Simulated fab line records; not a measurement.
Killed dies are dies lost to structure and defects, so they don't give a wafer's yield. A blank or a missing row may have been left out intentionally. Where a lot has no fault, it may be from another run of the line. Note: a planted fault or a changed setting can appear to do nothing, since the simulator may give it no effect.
fab line records    flow nandHarc
record: lots: 6  wafers: 18  lastDay: 32
route steps=1302 shown P_M2@328 END@1302
lots untouched by any fault: they come from a run of this same line in which no faults occurred
startH: the number of hours between the record's first day and the start of the first shown wafer of the lot    waitH: hours from the lot's prior step to this one    " the same as in the row above    L1.1+2: several wafers, shown together as one row    - no value present, or no start provided    * or withheld: withheld    < > ~ a bound
route shown NAME@n: a module of which the file shows steps, and the number in the route of the first    usual: mean and standard deviation over wafers with no fault    same: alike in all rows    chamber/n: place in a boat    sites: the reading at each site    _std_site: the values' standard deviation    _edge_site: the outer-site mean with the inner-site mean subtracted    radiusMm: how far each site lies from the wafer's centre    mask NAME#n: copy n    behind: tool/chamber where the wafer was last shaped    hold: reason for holding the lot/hours on hold/outcome of the hold    device: whichever transistor did not switch (one of n, p or np)    end of line: the route-end tests of the same wafers    a step given without rows: its recipe and nothing more    killed: count of dies lost to structure and defects at first sort (not the wafer's yield)    map: the dies of a wafer, with x for killed, . for not killed, _ for no die there
set.NAME: the run value of the setting; set.NAME@STEP: its run value at that earlier step    model.NAME: the simulator's own value behind a step, which no gauge read
lots at selected steps of the route; one table per step, one row per wafer
services: a tool's chamber out of use, with start hour (startH, from the record's first day; less than 0 if before it), hours out, and reason
== steps ==
step: NHARC_P_M2_CD_MEAS_09
recipe: targetCdNm: 170  landingEnergyEv: 500
usual: cdNm: 170.2/0.64
lot.wafer  tool      chamber  startH  waitH  cdNm
L766.3     cdSem-02  0        141.68  -      169.9
L766.5     "         0        "       "      170.1
L766.6     "         0        "       "      170.4
L768.1     cdSem-01  0        157.63  -      170.5
L768.3     "         0        "       "      171.0
L768.4     "         0        "       "      171.1
L770.2     cdSem-02  0        180.71  -      169.7
L770.4     "         0        "       "      169.9
L770.5     "         0        "       "      170.9
L772.1     cdSem-03  0        206.13  -      171.5
L772.2     "         0        "       "      171.2
L772.4     "         0        "       "      170.2
L782.4     cdSem-03  0        297.03  -      169.5
L782.5     "         0        "       "      170.3
L782.6     "         0        "       "      171.0
L786.1     cdSem-02  0        337.60  -      169.9
L786.2     "         0        "       "      170.7
L786.3     "         0        "       "      170.6
step: NHARC_P_M2_OVL_MEAS_10
recipe: pitchNm: 340
usual: overlayXNm: -0.2/0.75  overlayYNm: 0.1/0.98
lot.wafer  tool        chamber  startH  waitH  overlayXNm  overlayYNm
L766.3     overlay-01  -        141.77  -      -1.2        0.4
L766.5     "           -        "       "      -0.8        0.2
L766.6     "           -        "       "      -1.2        0.3
L768.1     overlay-01  -        157.72  -      -1.3        -1.2
L768.3     "           -        "       "      -0.7        -1.2
L768.4     "           -        "       "      -1.3        -1.5
L770.2     overlay-02  -        180.80  -      -0.1        -0.1
L770.4     "           -        "       "      -0.5        -0.7
L770.5     "           -        "       "      -0.1        -1.0
L772.1     overlay-02  -        206.22  -      0.9         1.3
L772.2     "           -        "       "      0.1         1.4
L772.4     "           -        "       "      0.6         1.2
L782.4     overlay-01  -        297.11  -      -0.6        1.1
L782.5     "           -        "       "      -0.5        0.6
L782.6     "           -        "       "      -0.7        0.9
L786.1     overlay-01  -        337.69  -      -0.6        -1.4
L786.2     "           -        "       "      -0.3        -1.4
L786.3     "           -        "       "      -0.7        -1.7
step: NHARC_P_M2_INSPECT_11
usual: rawDefectCount: 4.1/2.6
lot.wafer  tool              chamber  startH  waitH  rawDefectCount
L766.3     defectInspect-02  -        141.80  0.0    9
L766.5     "                 -        "       "      6
L766.6     "                 -        "       "      8
L768.1     defectInspect-02  -        157.75  0.0    3
L768.3     "                 -        "       "      5
L768.4     "                 -        "       "      3
L770.2     defectInspect-01  -        180.84  0.0    4
L770.4     "                 -        "       "      4
L770.5     "                 -        "       "      2
L772.1     defectInspect-01  -        206.25  0.0    1
L772.2     "                 -        "       "      4
L772.4     "                 -        "       "      4
L782.4     defectInspect-01  -        297.15  0.0    2
L782.5     "                 -        "       "      2
L782.6     "                 -        "       "      1
L786.1     defectInspect-01  -        337.73  0.0    11
L786.2     "                 -        "       "      2
L786.3     "                 -        "       "      4
step: NHARC_P_M2_DESCUM_14
recipe: timeS: 3  o2FlowSccm: 200  arFlowSccm: 0  biasPowerW: 0  chemistry: O2
step: NHARC_P_M2_ETCH_35
recipe: targetDepthA: 400  overetchA: 120  timeS: 43.94  ionEnergyEv: 200  n2FlowSccm: 150  h2FlowSccm: 150  arFlowSccm: 0  rfW: 400  biasW: 150  chemistry: N2/H2
usual: biasW: 150.0/0.43  drypumpMotorCurrentA: 5.6/0.54  mfcArSccm: 0.012/0.016  oesProductAu: 1.004/0.0092  rfVppV: 431.4/2.3  showerheadPlenumPTorr: 2.07/0.079  throttleValvePct: 14.172/0.0076
lot.wafer  tool        chamber  startH  waitH  biasW  drypumpMotorCurrentA  mfcArSccm  oesProductAu  rfHoursCounterH  rfVppV  showerheadPlenumPTorr  throttleValvePct
L766.3     rieDiel-03  3        141.95  0.1    150.0  5.7                   0.042      1.015         1.3              430.0   2.03                   14.167
L766.6     "           2        "       "      149.8  4.9                   0          1.004         -                432.8   2.08                   14.183
L766.5     "           3        "       "      150.3  5.7                   0.042      1.017         -                431.0   2.02                   14.180
L768.1     rieDiel-08  1        157.91  0.1    150.1  5.0                   0.044      1.023         6.4              431.3   2.01                   14.169
L768.4     "           2        "       "      150.5  4.9                   0          0.997         6.2              428.6   1.96                   14.173
L768.3     "           3        "       "      149.4  5.9                   0.010      0.995         6.3              435.5   2.18                   14.168
L770.2     rieDiel-01  1        180.99  0.1    150.0  5.6                   0          1.010         7.9              425.8   1.92                   14.175
L770.4     "           2        "       "      149.5  6.1                   0          0.999         9.3              427.1   1.93                   14.157
L770.5     "           3        "       "      150.5  4.8                   0          1.013         -                432.6   2.15                   14.162
L772.1     rieDiel-08  2        206.40  0.1    149.5  5.0                   0          0.999         0.0              428.3   1.96                   14.166
L772.2     "           3        "       "      150.3  5.9                   0.010      1.005         0.0              434.1   2.18                   14.162
L772.4     "           1        "       "      150.1  5.0                   0.044      1.000         0.0              430.6   2.01                   14.178
L782.4     rieDiel-03  1        297.30  0.1    150.1  5.7                   0.007      1.002         0.2              434.5   2.17                   14.166
L782.6     "           0        "       "      150.4  5.9                   0.015      1.021         -                433.4   2.13                   14.175
L782.5     "           1        "       "      149.7  5.7                   0.007      1.005         -                433.7   2.17                   14.176
L786.1     rieDiel-08  3        337.87  0.1    150.2  5.9                   0.010      1.004         6.0              433.0   2.17                   14.177
L786.2     "           1        "       "      149.8  5.0                   0.044      0.997         4.4              431.3   2.01                   14.172
L786.3     "           2        "       "      149.8  4.9                   0          1.004         4.9              428.2   1.96                   14.169
step: NHARC_P_M2_ETCH_15
recipe: targetDepthA: 1825  timeS: 91.2  c4f8FlowSccm: withheld  arFlowSccm: 400  rfW: 600  biasW: 300  chemistry: C4F8/Ar
usual: biasW: 299.9/0.86  oesProductAu: 0.950/0.022  rfVppV: 441.4/2.5
lot.wafer  tool        chamber  startH  waitH  biasW  oesProductAu  rfHoursCounterH  rfVppV
L766.3     rieDiel-03  0        -       -      300.8  0.920         1.5              444.4
L766.5     "           3        "       "      300.0  0.925         -                441.2
L766.6     "           0        "       "      300.1  0.926         -                444.5
L768.3     rieDiel-08  1        -       -      299.5  0.971         6.4              439.0
L768.1     "           2        "       "      300.6  0.966         6.2              439.8
L768.4     "           3        "       "      299.7  0.953         6.3              444.8
L770.2     rieDiel-01  1        -       -      299.8  0.919         8.0              438.1
L770.4     "           3        "       "      299.2  0.926         10.5             443.4
L770.5     "           2        "       "      300.0  0.921         -                435.6
L772.1     rieDiel-08  0        -       -      301.1  0.985         0.0              440.4
L772.4     "           2        "       "      300.4  0.956         0.0              437.9
L772.2     "           3        "       "      299.9  0.977         0.0              444.4
L782.4     rieDiel-03  0        -       -      298.7  0.998         0.2              443.9
L782.6     "           3        "       "      299.4  0.991         -                440.5
L782.5     "           0        "       "      299.2  0.994         -                442.8
L786.3     rieDiel-08  2        -       -      301.0  0.980         4.9              438.4
L786.1     "           0        "       "      300.3  0.962         6.8              441.5
L786.2     "           1        "       "      301.5  0.958         4.4              440.4
step: NHARC_P_M2_CD_MEAS_16
usual: cdNm: 170.0/0.77
lot.wafer  tool      chamber  startH  waitH  cdNm
L766.3     cdSem-01  -        142.17  -      169.4
L766.5     "         -        "       "      169.0
L766.6     "         -        "       "      170.4
L768.1     cdSem-01  -        158.12  -      170.3
L768.3     "         -        "       "      170.6
L768.4     "         -        "       "      170.8
L770.2     cdSem-01  -        181.20  -      168.8
L770.4     "         -        "       "      169.1
L770.5     "         -        "       "      169.3
L772.1     cdSem-03  -        206.62  -      170.3
L772.2     "         -        "       "      170.6
L772.4     "         -        "       "      169.2
L782.4     cdSem-02  -        297.52  -      170.4
L782.5     "         -        "       "      171.4
L782.6     "         -        "       "      170.8
L786.1     cdSem-02  -        338.09  -      169.5
L786.2     "         -        "       "      171.4
L786.3     "         -        "       "      170.0
step: NHARC_P_M2_STRIP_18
recipe: powerW: 1000  n2FlowSccm: 150  h2FlowSccm: 150  arFlowSccm: 0  biasW: 0  chemistry: N2/H2
usual: drypumpMotorCurrentA: 5.6/0.53  mfcArSccm: 0.009/0.015  oesProductAu: 1.001/0.0086  rfVppV: 90.8/1.1  showerheadPlenumPTorr: 2.06/0.087  throttleValvePct: 14.172/0.0087
same: biasW: 0
lot.wafer  tool        chamber  startH  waitH  drypumpMotorCurrentA  mfcArSccm  oesProductAu  rfHoursCounterH  rfVppV  showerheadPlenumPTorr  throttleValvePct
L766.3     rieDiel-08  0        142.24  0.1    6.4                   0          0.996         5                91.8    2.03                   14.181
L766.5     "           0        "       "      6.4                   0          0.992         -                90.3    2.03                   14.179
L766.6     "           1        "       "      5.0                   0.044      1.015         -                89.9    2.01                   14.189
L768.4     rieDiel-03  2        158.19  0.1    4.9                   0          1.001         2                90.2    2.08                   14.164
L768.3     "           3        "       "      5.7                   0.042      1.009         3                90.9    2.03                   14.164
L768.1     "           0        "       "      5.9                   0.015      1.025         4                90.9    2.13                   14.179
L770.2     rieDiel-03  1        181.30  0.1    5.7                   0.007      1.008         5                92.9    2.18                   14.164
L770.4     "           2        "       "      4.9                   0          1.008         4                91.6    2.08                   14.161
L770.5     "           1        "       "      5.7                   0.007      1.001         -                92.6    2.18                   14.157
L772.4     rieDiel-08  2        206.70  0.1    4.9                   0          1.004         0                91.9    1.96                   14.179
L772.1     "           0        "       "      6.3                   0          0.996         0                89.6    2.03                   14.188
L772.2     "           1        "       "      4.9                   0.044      0.994         0                90.5    2.01                   14.183
L782.4     rieDiel-01  0        297.64  0.1    6.1                   0.003      0.988         6                92.0    2.09                   14.181
L782.6     "           2        "       "      6.1                   0          1.001         -                88.3    1.93                   14.162
L782.5     "           3        "       "      4.8                   0          1.004         -                89.9    2.14                   14.172
L786.1     rieDiel-01  0        338.19  0.1    6.1                   0.003      0.994         9                91.7    2.09                   14.178
L786.2     "           1        "       "      5.6                   0          1.020         9                89.3    1.91                   14.160
L786.3     "           2        "       "      6.2                   0          0.993         8                89.8    1.93                   14.167
step: NHARC_P_M2_ETCH_28
recipe: targetDepthA: 300  overEtchFrac: 0.3  timeS: 72.99  ionEnergyEv: 150  cf4FlowSccm: 50  n2FlowSccm: 100  arFlowSccm: 150  rfW: 300  biasW: 100  chemistry: CF4/N2
usual: biasW: 100.0/0.3  drypumpMotorCurrentA: 5.6/0.53  mfcArSccm: 150.0/0.45  oesProductAu: 1.002/0.01  rfVppV: 314.5/1.9  showerheadPlenumPTorr: 2.65/0.1  throttleValvePct: 19.793/0.008
lot.wafer  tool        chamber  startH  waitH  biasW  drypumpMotorCurrentA  mfcArSccm  oesProductAu  rfHoursCounterH  rfVppV  showerheadPlenumPTorr  throttleValvePct
L766.3     rieDiel-08  2        -       -      100.2  4.9                   149.0      0.984         5                313.2   2.54                   19.787
L766.5     "           2        "       "      100.5  4.9                   149.6      0.995         -                313.3   2.54                   19.792
L766.6     "           3        "       "      100.3  5.9                   149.9      0.982         -                318.4   2.79                   19.803
L768.1     rieDiel-03  1        -       -      100.0  5.7                   151.0      1.006         3                317.3   2.79                   19.796
L768.3     "           2        "       "      100.5  4.9                   149.7      0.996         2                314.2   2.68                   19.798
L768.4     "           3        "       "      99.5   5.7                   150.1      1.020         3                314.3   2.61                   19.811
L770.2     rieDiel-03  2        -       -      99.8   4.9                   150.0      0.996         4                313.3   2.67                   19.784
L770.4     "           1        "       "      100.0  5.7                   149.9      1.009         5                316.7   2.79                   19.795
L770.5     "           2        "       "      99.7   4.9                   149.8      0.999         -                314.3   2.67                   19.794
L772.2     rieDiel-08  3        -       -      99.9   5.9                   150.4      0.996         0                315.9   2.79                   19.807
L772.1     "           0        "       "      100.4  6.3                   149.7      0.998         0                313.1   2.62                   19.786
L772.4     "           1        "       "      99.8   5.0                   150.3      0.999         -                313.7   2.60                   19.782
L782.4     rieDiel-01  3        -       -      99.9   4.8                   149.7      1.009         6                316.9   2.75                   19.781
L782.5     "           2        "       "      100.1  6.1                   149.6      1.009         -                312.6   2.50                   19.787
L782.6     "           3        "       "      99.5   4.8                   149.9      1.014         -                316.0   2.75                   19.784
L786.2     rieDiel-01  1        -       -      99.5   5.6                   150.5      1.014         9                310.8   2.48                   19.787
L786.1     "           2        "       "      100.0  6.2                   149.9      1.011         8                310.7   2.50                   19.801
L786.3     "           3        "       "      100.1  4.8                   149.6      1.010         8                316.9   2.75                   19.789
step: NHARC_P_M2_STRIP_19
recipe: timeS: 600  tempC: 30  chemistry: postEtchResidueRemover
step: NHARC_P_M2_DEGAS_29
recipe: tempC: 250  timeS: 60
step: NHARC_P_M2_PRE_CLEAN_30
recipe: timeS: 30  tempC: 280  gas: H2/He
usual: heaterPowerW: 442/38
lot.wafer  tool           chamber  startH  waitH  heaterPowerW
L766.3     pvdSputter-03  -        -       -      369
L766.5     "              -        "       "      410
L766.6     "              -        "       "      399
L768.4     pvdSputter-02  -        -       -      460
L768.3     "              -        "       "      444
L768.1     "              -        "       "      450
L770.2     pvdSputter-02  -        -       -      460
L770.4     "              -        "       "      422
L770.5     "              -        "       "      431
L772.4     pvdSputter-01  -        -       -      426
L772.1     "              -        "       "      463
L772.2     "              -        "       "      440
L782.4     pvdSputter-03  -        -       -      422
L782.6     "              -        "       "      407
L782.5     "              -        "       "      382
L786.3     pvdSputter-03  -        -       -      416
L786.1     "              -        "       "      377
L786.2     "              -        "       "      419
step: NHARC_P_M2_PVD_20
recipe: targetThkA: 50  biasV: 168.6  powerW: 15000  chamberPressurePa: 0.12  timeS: 8.06  substrateTempC: 50  material: TaN
usual: chamberPressurePa: 0.12001/0.00024  throttleValvePct: 29.9/1
lot.wafer  tool           chamber  startH  waitH  chamberPressurePa  throttleValvePct
L766.3     pvdSputter-03  -        143.16  -      0.1197             29.0
L766.6     "              -        "       "      0.12011            31.4
L766.5     "              -        "       "      0.12008            28.1
L768.1     pvdSputter-02  -        158.94  -      0.11997            29.1
L768.3     "              -        "       "      0.12006            29.9
L768.4     "              -        "       "      0.12035            31.4
L770.4     pvdSputter-02  -        182.02  -      0.12013            29.9
L770.2     "              -        "       "      0.11998            28.9
L770.5     "              -        "       "      0.12006            29.1
L770.4     pvdSputter-02  -        182.29  -      0.11963            30.2
L770.2     "              -        "       "      0.11971            29.2
L770.5     "              -        "       "      0.11963            28.9
L772.1     pvdSputter-01  -        207.46  -      0.12001            29.8
L772.2     "              -        "       "      0.12018            31.5
L772.4     "              -        "       "      0.12044            29.7
L772.1     pvdSputter-01  -        207.73  -      0.11986            29.4
L772.2     "              -        "       "      0.12004            31.6
L772.4     "              -        "       "      0.1199             29.6
L782.4     pvdSputter-03  -        298.39  -      0.12039            28.5
L782.6     "              -        "       "      0.11976            31.4
L782.5     "              -        "       "      0.12025            28.6
L786.1     pvdSputter-03  -        338.91  -      0.11995            31.2
L786.3     "              -        "       "      0.11964            28.8
L786.2     "              -        "       "      0.11952            28.8
step: NHARC_P_M2_PVD_21
recipe: targetThkA: 300  chamberPressurePa: 5  powerW: 5000  substrateTempC: 30  timeS: 20.49  material: Cu
step: NHARC_END_SORT_01
recipe: tempC: 25
usual: defectLimitedYield: 89.8/2.4  killedAtArray: 64/16  killedAtOther: 1.0/1.1  killedAtPeriphery: 3.5/2.3  killedDies: 69/17  killedOpen: 3.2/1.6  killedShort: 2.4/1.6
same: grossDies: 677
lot.wafer  tool       chamber  startH  waitH  defectLimitedYield[%]  killedAtArray  killedAtOther  killedAtPeriphery  killedDies  killedOpen  killedShort
L766.3     prober-01  0        577.44  3.1    85.7                   87             0              10                 97          2           4
L766.5     prober-01  0        579.04  3.7    87.3                   82             0              4                  86          3           3
L766.6     prober-01  0        579.84  4.0    87.3                   80             0              6                  86          1           3
L768.1     prober-02  0        583.54  2.5    88.6                   75             0              2                  77          3           3
L768.3     prober-02  0        585.14  3.1    90.4                   62             0              3                  65          4           4
L768.4     prober-02  0        585.95  3.4    91.9                   53             0              2                  55          3           3
L770.2     prober-02  0        602.11  2.8    87.9                   79             1              2                  82          2           1
L770.4     prober-02  0        603.71  3.4    88.5                   75             2              1                  78          5           1
L770.5     prober-02  0        604.51  3.7    88.8                   71             1              4                  76          4           1
L772.1     prober-02  0        637.74  2.5    91.6                   55             1              1                  57          2           2
L772.2     prober-02  0        638.54  2.8    91.4                   50             1              7                  58          6           3
L772.4     prober-02  0        640.15  3.4    92.2                   48             0              5                  53          1           3
L782.4     prober-01  0        713.69  3.4    86.6                   91             0              0                  91          3           1
L782.5     prober-01  0        714.48  3.7    85.5                   94             0              4                  98          3           1
L782.6     prober-01  0        715.28  4.0    86.6                   88             0              3                  91          3           4
L786.1     prober-01  0        772.28  2.5    86.3                   88             1              4                  93          3           7
L786.2     prober-01  0        773.09  2.8    86.0                   91             3              1                  95          2           1
L786.3     prober-01  0        773.90  3.1    88.2                   77             3              0                  80          3           0
killed by level:class
L766.3 A_SLIT:chamberFilmFlake=29 A_CHANNEL_HOLE_D2:chamberFilmFlake=26 A_CHANNEL_HOLE_D1:chamberFilmFlake=22 P_GATE:chamberFilmFlake=5 P_M0:chamberFilmFlake=2 A_STAIRCASE:chamberFilmFlake=2 A_CONTACT:chamberFilmFlake=2 P_GATE:geometricParticle:open=1
L766.5 A_CHANNEL_HOLE_D1:chamberFilmFlake=27 A_SLIT:chamberFilmFlake=24 A_CHANNEL_HOLE_D2:chamberFilmFlake=19 P_GATE:chamberFilmFlake=2 A_CONTACT:chamberFilmFlake=2 A_DECK1_JOINT:chamberFilmFlake=2 A_STAIRCASE:chamberFilmFlake=2 P_GATE:geometricParticle:open=1
L766.6 A_CHANNEL_HOLE_D2:chamberFilmFlake=28 A_SLIT:chamberFilmFlake=24 A_CHANNEL_HOLE_D1:chamberFilmFlake=18 A_DECK1_JOINT:chamberFilmFlake=3 P_GATE:chamberFilmFlake=2 P_M0:chamberFilmFlake=2 A_CONTACT:chamberFilmFlake=2 A_CONTACT:unspecified=2
L768.1 A_CHANNEL_HOLE_D1:chamberFilmFlake=44 A_CHANNEL_HOLE_D2:chamberFilmFlake=14 A_STAIRCASE:chamberFilmFlake=4 A_WL_FILL:geometricParticle:open=2 A_CHANNEL_FILL_D2:chamberFilmFlake=2 A_CONTACT:chamberFilmFlake=2 A_M1:chamberFilmFlake=2 A_DECK1_JOINT:geometricParticle:short=1
L768.3 A_CHANNEL_HOLE_D1:chamberFilmFlake=38 A_CHANNEL_HOLE_D2:chamberFilmFlake=8 A_CHANNEL_FILL_D2:chamberFilmFlake=3 A_DECK1_JOINT:chamberFilmFlake=2 A_STAIRCASE:chamberFilmFlake=2 P_CONTACT:geometricParticle:open=1 P_M0:geometricParticle:open=1 A_ONON_D1:geometricParticle:short=1
L768.4 A_CHANNEL_HOLE_D1:chamberFilmFlake=35 A_CHANNEL_HOLE_D2:chamberFilmFlake=5 A_CHANNEL_FILL_D2:chamberFilmFlake=2 A_CONTACT:chamberFilmFlake=2 P_CONTACT:geometricParticle:open=1 A_ONON_D1:geometricParticle:open=1 A_CHANNEL_FILL_D1:geometricParticle:short=1 A_DECK1_JOINT:geometricParticle:open=1
L770.2 A_CHANNEL_HOLE_D1:chamberFilmFlake=33 A_SLIT:chamberFilmFlake=27 A_CHANNEL_HOLE_D2:chamberFilmFlake=10 A_STAIRCASE:chamberFilmFlake=4 P_STI:geometricParticle:open=1 A_CHANNEL_FILL_D1:geometricParticle:open=1 A_M0:geometricParticle:short=1 P_STI:chamberFilmFlake=1
L770.4 A_CHANNEL_HOLE_D1:chamberFilmFlake=27 A_SLIT:chamberFilmFlake=25 A_CHANNEL_HOLE_D2:chamberFilmFlake=9 A_CONTACT:chamberFilmFlake=4 A_ZERO_WELL:chamberFilmFlake=2 THIN_TSV:chamberFilmFlake=2 A_SOURCE_PLATE:geometricParticle:short=1 A_ONON_D1:geometricParticle:open=1
L770.5 A_CHANNEL_HOLE_D1:chamberFilmFlake=29 A_SLIT:chamberFilmFlake=22 A_CHANNEL_HOLE_D2:chamberFilmFlake=10 A_STAIRCASE:chamberFilmFlake=3 A_CONTACT:chamberFilmFlake=2 A_M0:chamberFilmFlake=2 P_GATE:geometricParticle:open=1 P_CONTACT:geometricParticle:open=1
L772.1 A_CHANNEL_HOLE_D2:chamberFilmFlake=36 A_CHANNEL_HOLE_D1:chamberFilmFlake=5 A_STAIRCASE:chamberFilmFlake=5 A_CONTACT:chamberFilmFlake=4 A_ONON_D2:geometricParticle:short=1 A_CHANNEL_FILL_D2:geometricParticle:open=1 A_WL_FILL:geometricParticle:short=1 A_CONTACT:geometricParticle:open=1
L772.2 A_CHANNEL_HOLE_D2:chamberFilmFlake=29 A_CHANNEL_HOLE_D1:chamberFilmFlake=8 P_M2:chamberFilmFlake=7 A_CHANNEL_FILL_D1:geometricParticle:short=2 A_STAIRCASE:chamberFilmFlake=2 A_SOURCE_PLATE:geometricParticle:open=1 A_CHANNEL_FILL_D1:geometricParticle:open=1 A_DECK1_JOINT:geometricParticle:short=1
L772.4 A_CHANNEL_HOLE_D2:chamberFilmFlake=29 A_STAIRCASE:chamberFilmFlake=7 A_CHANNEL_HOLE_D1:chamberFilmFlake=5 P_M2:chamberFilmFlake=2 A_WL_FILL:chamberFilmFlake=2 A_CONTACT:chamberFilmFlake=2 P_CONTACT:geometricParticle:open=1 A_SOURCE_PLATE:geometricParticle:short=1
L782.4 A_CHANNEL_HOLE_D1:chamberFilmFlake=32 A_SLIT:chamberFilmFlake=28 A_CONTACT:chamberFilmFlake=9 A_CHANNEL_HOLE_D2:chamberFilmFlake=8 A_STAIRCASE:chamberFilmFlake=3 A_M0:geometricParticle:open=2 A_CHANNEL_FILL_D1:chamberFilmFlake=2 A_DECK1_JOINT:chamberFilmFlake=2
L782.5 A_CHANNEL_HOLE_D1:chamberFilmFlake=40 A_SLIT:chamberFilmFlake=31 A_CONTACT:chamberFilmFlake=11 A_CHANNEL_HOLE_D2:chamberFilmFlake=7 P_M2:chamberFilmFlake=2 P_CONTACT:geometricParticle:open=1 P_M1:geometricParticle:short=1 A_SGD_CUT:geometricParticle:open=1
L782.6 A_CHANNEL_HOLE_D1:chamberFilmFlake=32 A_SLIT:chamberFilmFlake=28 A_CONTACT:chamberFilmFlake=11 A_CHANNEL_HOLE_D2:chamberFilmFlake=4 P_M2:chamberFilmFlake=3 A_ZERO_WELL:chamberFilmFlake=3 A_ONON_D1:geometricParticle:short=1 A_ONON_D1:geometricParticle:open=1
L786.1 A_CHANNEL_HOLE_D2:chamberFilmFlake=33 A_SLIT:chamberFilmFlake=26 A_CHANNEL_HOLE_D1:chamberFilmFlake=14 A_CONTACT:chamberFilmFlake=4 A_ONON_D1:geometricParticle:short=3 A_ONON_D2:geometricParticle:short=2 P_STI:chamberFilmFlake=2 P_M0:geometricParticle:open=1
L786.2 A_CHANNEL_HOLE_D2:chamberFilmFlake=36 A_SLIT:chamberFilmFlake=28 A_CONTACT:chamberFilmFlake=12 A_CHANNEL_HOLE_D1:chamberFilmFlake=11 THIN_TSV:chamberFilmFlake=3 A_CHANNEL_FILL_D1:geometricParticle:short=1 A_M0:geometricParticle:open=1 A_M1:geometricParticle:open=1
L786.3 A_SLIT:chamberFilmFlake=22 A_CHANNEL_HOLE_D2:chamberFilmFlake=17 A_CONTACT:chamberFilmFlake=15 A_CHANNEL_HOLE_D1:chamberFilmFlake=11 A_WL_FILL:chamberFilmFlake=4 A_STAIRCASE:chamberFilmFlake=3 THIN_TSV:chamberFilmFlake=3 A_CHANNEL_FILL_D1:geometricParticle:open=1
== services ==
tool           chamber  startH  hours  kind
rieDiel-08     0        120.80  -      clean
pvdSputter-03  -        137.86  2.8    repair
pvdSputter-03  -        170.04  10.0   pm
pvdSputter-03  -        181.29  1.3    repair
rieDiel-08     0        187.36  3.4    repair
pvdSputter-01  -        187.57  3.2    repair
rieDiel-08     -        190.80  9.0    pm
rieDiel-01     2        192.03  7.2    repair
rieDiel-01     -        203.80  9.0    pm
rieDiel-08     3        208.10  12.4   repair
rieDiel-03     -        217.78  1.6    repair
rieDiel-01     0        220.17  5.0    repair
rieDiel-08     1        221.72  33.3   repair
pvdSputter-01  -        226.00  10.0   pm
rieDiel-08     2        230.55  5.3    repair
rieDiel-01     0        231.12  6.9    repair
pvdSputter-02  -        239.40  1.9    repair
pvdSputter-02  -        243.30  18.0   repair
rieDiel-03     -        281.45  9.0    pm
pvdSputter-02  -        282.00  10.0   pm
rieDiel-01     -        283.29  2.2    repair
pvdSputter-01  -        297.65  1.4    repair
rieDiel-03     1        316.79  4.0    repair
rieDiel-03     1        324.65  12.1   repair
== key ==
firstSign: step: NHARC_P_M2_PVD_20  reading: visit  direction: added
effect none on later readings
metAt NHARC_P_M2_PVD_20
struckWafers L770.2,L770.4,L770.5,L772.1,L772.2,L772.4
fault: kind: repeatedStepWhole  tool: pvdSputter-01,pvdSputter-02,pvdSputter-03  chamber: -  onsetH: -  steps: NHARC_P_M2_PVD_20  times: 1  scope: struckLotsOnly
